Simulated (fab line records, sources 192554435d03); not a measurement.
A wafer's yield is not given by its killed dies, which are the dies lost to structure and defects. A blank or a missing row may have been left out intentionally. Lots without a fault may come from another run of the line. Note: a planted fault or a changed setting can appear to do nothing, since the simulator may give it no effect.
Chamber matching | flow n5_finfet | 3 sister chambers for N5_BEOL_M1_PECVD_72 on pecvd-03
The step deposits SiO2 from TEOS/O2, target thk 16 nm, time 18 s. 6 wafers are shown with their chamber, then 8 later ones without.

== EACH WAFER AND ITS CHAMBER ==
wafer  | chamber | showerhead_plenum_p_Torr (Torr) | throttle_valve_pct (%)
L080.3 | 2       | 8.81                            | 24.0
L084.1 | 2       | 8.81                            | 24.2
L084.6 | 1       | 8.66                            | 22.0
L085.3 | 1       | 8.66                            | 21.7
L085.4 | 0       | 8.81                            | 21.5
L088.1 | 0       | 8.85                            | 21.5

== WAFERS WITH NO CHAMBER GIVEN ==
wafer  | showerhead_plenum_p_Torr (Torr) | throttle_valve_pct (%)
L088.3 | 8.67                            | 22.0
L088.6 | 8.85                            | 21.4
L090.2 | 8.66                            | 21.8
L090.4 | 8.65                            | 21.9
L090.6 | 8.66                            | 21.8
L091.2 | 8.85                            | 21.8
L091.4 | 8.80                            | 21.0
L091.5 | 8.85                            | 21.5

== CHAMBER TAKEN BY EACH ==
wafer  | from the rows above | in truth
L088.3 | 1                   | 1
L088.6 | 0                   | 0
L090.2 | 1                   | 1
L090.4 | 1                   | 1
L090.6 | 1                   | 1
L091.2 | 0                   | 0
L091.4 | 0                   | 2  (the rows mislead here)
L091.5 | 0                   | 0
Correctly placed: 7 of 8. Number that these rows cannot place: 0. Number placed wrongly: 1.
How it was worked out, from the rows above alone: a wafer's distance from a chamber is the root of the sum, over the readings, of the square of ((its reading less the chamber's mean) divided by the reading's scatter). The wafer belongs to the nearest chamber; if the next one is less than 2 further off, it can't be placed. Each chamber's mean is taken over the wafers shown for it. The scatter: take each reading less its chamber's mean, square it, sum over the shown wafers, divide by the number of wafers less the number of chambers, and take the root.
